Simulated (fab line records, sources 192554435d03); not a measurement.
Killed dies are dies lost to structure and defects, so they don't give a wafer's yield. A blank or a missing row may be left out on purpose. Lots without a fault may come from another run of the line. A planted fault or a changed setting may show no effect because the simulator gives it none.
A struck lot beside a sound one | flow n5_finfet | 39 steps out of a route of 1938
Sound: wafers L143.2, L143.4, L143.6. Struck: wafers L148.2, L148.5. (L148.1 of the same lot was not struck and is left out.) The cause comes at the end.
At each step with rows: each side's tool, then ch and its chambers, then its first start. Under that, the readings that differ: sound wafers | struck wafers | difference of the means | sigmas: that difference in standard deviations of wafers without a fault.
alike: readings whose means differ by less than 2 such deviations, and words and numbers that are the same on both sides. not compared: withheld readings, readings that some wafer has no value for, bounds like >300 that may hide the same value, and numbers for which the record gives no deviation and whose values overlap.
The two part at a step that has a row with sigmas, a row that says differs or no value, or rows on one side only. Numbers that don't overlap but have no deviation are shown without sigmas and don't part them. A reading that every wafer of one side lacks parts them only if that side has two wafers or more.

first, 9 steps without rows for these wafers: N5_MOL_CONTACT_COAG_PRE_CLEAN_142 (time 60 s); N5_MOL_CONTACT_COAG_SPUTTER_130 (material Co, target thk 47.5 nm); N5_MOL_CONTACT_COAG_PRECLEAN_125 (cleans in DIW, time 57.5 s); N5_MOL_CONTACT_COAG_SRD_126 (dry time 32 s); N5_MOL_CONTACT_COAG_CMP_23 (polishes, stops on SiO2, t overpolish 1.5 s, target thk 0 nm); N5_MOL_CONTACT_COAG_WET_ETCH_26 (target Co, target depth 13 nm); N5_MOL_CONTACT_COAG_WET_ETCH_116 (etches the open film in SC1-inhibited, target depth 4.6 nm, rinse time 30 s); N5_MOL_CONTACT_COAG_ALD_27 (deposits SiOC, target thk 17 nm, pulse time 1.5 s, time 2720 s); N5_MOL_CONTACT_COAG_CMP_28 (polishes, stops on SiNx, t overpolish 0.85 s, target thk 14.522 nm).
N5_MOL_CONTACT_COAG_ALD_123: deposits SiNx, target thk 5 nm, pulse time 1 s, purge time 2 s.
  sound on ald_sin-03 ch 1,3, day 6 17:47; struck on ald_sin-03 ch 3, day 7 19:20
  reading                                            | sound       | struck  | difference | sigmas
  ald_cycles                                         | 100 100 100 | 143 143 | +43        |
  model.SiNx_of_MOL_CONTACT_COAG_ALD_123.thk_nm (nm) | 5 5 5       | 7.2 7.2 | +2.2       |
  alike: heater_power_w, precursor_pulse_height_rel
then, 26 steps without rows for these wafers: N5_MOL_CONTACT_COAG_PECVD_31 (deposits SiO2 from TEOS/O2, target thk 46 nm, time 8.9 s); N5_MOL_CONTACT_COAG_COAT_75 (time 60 s, resist thk 60 nm); N5_MOL_CONTACT_COAG_COAT_76 (time 60 s, resist thk 10 nm); N5_MOL_CONTACT_COAG_COAT_77 (time 60 s, resist thk 10 nm); N5_MOL_CONTACT_COAG_COAT_78 (resist thk 40 nm); N5_MOL_CONTACT_COAG_EBR_80; N5_MOL_CONTACT_COAG_SOFTBAKE_79 (time 60 s); N5_MOL_CONTACT_COAG_EXPOSE_81 (exposes mask VG, defocus 0 nm); N5_MOL_CONTACT_COAG_PEB_82 (peb time 60 s); N5_MOL_CONTACT_COAG_DEVELOP_83 (develop time 30 s); N5_MOL_CONTACT_COAG_DESCUM_88 (chemistry O2, time 7 s); N5_MOL_CONTACT_COAG_ETCH_89 (etches underlayer in N2/H2, target depth 13 nm, time 10.4 s); N5_MOL_CONTACT_COAG_ETCH_90 (etches SiARC in CF4, target depth 13 nm, time 21.7 s); N5_MOL_CONTACT_COAG_ALD_131 (deposits SiO2, target thk 5 nm, pulse time 1 s, co reactant pulse time 1 s); N5_MOL_CONTACT_COAG_ETCHBACK_132 (etches SiO2 in CHF3, target depth 10 nm, time 6.7 s); N5_MOL_CONTACT_COAG_ETCH_91 (etches SOC in N2/H2, target depth 60 nm, overetch 21 nm, time 101.2 s); N5_MOL_CONTACT_COAG_STRIP_92 (strips in N2/H2); N5_MOL_CONTACT_COAG_STRIP_93 (strips in N2/H2); N5_MOL_CONTACT_COAG_ETCHBACK_135 (etches SiO2 in CHF3, target depth 25 nm, time 16.7 s); N5_MOL_CONTACT_COAG_STRIP_118 (strips in CHF3); N5_MOL_CONTACT_COAG_VIA_ETCH_46 (etches SiO2 in C4F6/O2, target depth 46 nm, overetch 9.2 nm, time 40 s); N5_MOL_CONTACT_COAG_STRIP_96 (strips in N2/H2); N5_MOL_CONTACT_COAG_ETCH_47 (etches SiNx in CH3F/O2, stops on W, target depth 27 nm); N5_MOL_CONTACT_COAG_STRIP_119 (strips in N2/H2, time 30 s); N5_MOL_CONTACT_COAG_PRECLEAN_144 (cleans in alkaline clean, time 60 s); N5_MOL_CONTACT_COAG_SRD_145 (time 30 s).
N5_MOL_CONTACT_COAG_ETCH_124: etches SiNx in CH3F/O2, stops on SiOC, target depth 6.5 nm.
  sound on rie_diel-04 ch 1,2,3, day 6 20:59; struck on rie_diel-05 ch 2,3, day 7 22:51
  reading                  | sound            | struck      | difference | sigmas
  oes_product_au (a.u.)    | 0.60 0.67 0.57   | 0.87 0.98   | +0.31      | +4
  throttle_valve_pct (%)   | 17.0 16.6 16.5   | 15.8 16.1   | -0.7       | -2
  model.etch.depth_nm (nm) | 4.96 4.983 4.979 | 6.542 6.738 | +1.666     |
  alike: drypump_motor_current_A, rf_fwd_power_W, rf_vpp_V, showerhead_plenum_p_Torr
  not compared: rf_hours_counter_h
-- the record jumps here: 3 days lie between the struck wafers' starts before and after (it left off in module MOL_CONTACT_COAG and takes up again in module BEOL_M4, whose first step shown is number 1111 of the route) --
N5_BEOL_M4_RC_MEAS_101:
  sound on prober-02 ch 0, day 9 13:18; struck on prober-02 ch 0, day 10 16:36
  reading        | sound          | struck    | difference | sigmas
  IOFF_P (nA/um) | 0.16 0.20 0.21 | 0.32 0.27 | +0.11      | +2
  ION_P (uA/um)  | 446 459 466    | 477 484   | +24        | +3
  VT_P (mV)      | -255 -255 -250 | -241 -242 | +12        | +3
  alike: DIBL_N, DIBL_P, IOFF_N, ION_N, SS_N, SS_P, VT_N
-- the record jumps here: 5 days lie between the struck wafers' starts before and after (it left off in module BEOL_M4 and takes up again in module PASSIVATION, whose first step shown is number 1936 of the route) --
N5_PASSIVATION_PROBE_49:
  the record has rows for the struck wafers here (prober-02, day 15 07:20) and none for the sound ones

WHERE THEY PART
First at N5_MOL_CONTACT_COAG_ETCH_124; last, within this record, at N5_PASSIVATION_PROBE_49.

WHY: what the simulator had put in
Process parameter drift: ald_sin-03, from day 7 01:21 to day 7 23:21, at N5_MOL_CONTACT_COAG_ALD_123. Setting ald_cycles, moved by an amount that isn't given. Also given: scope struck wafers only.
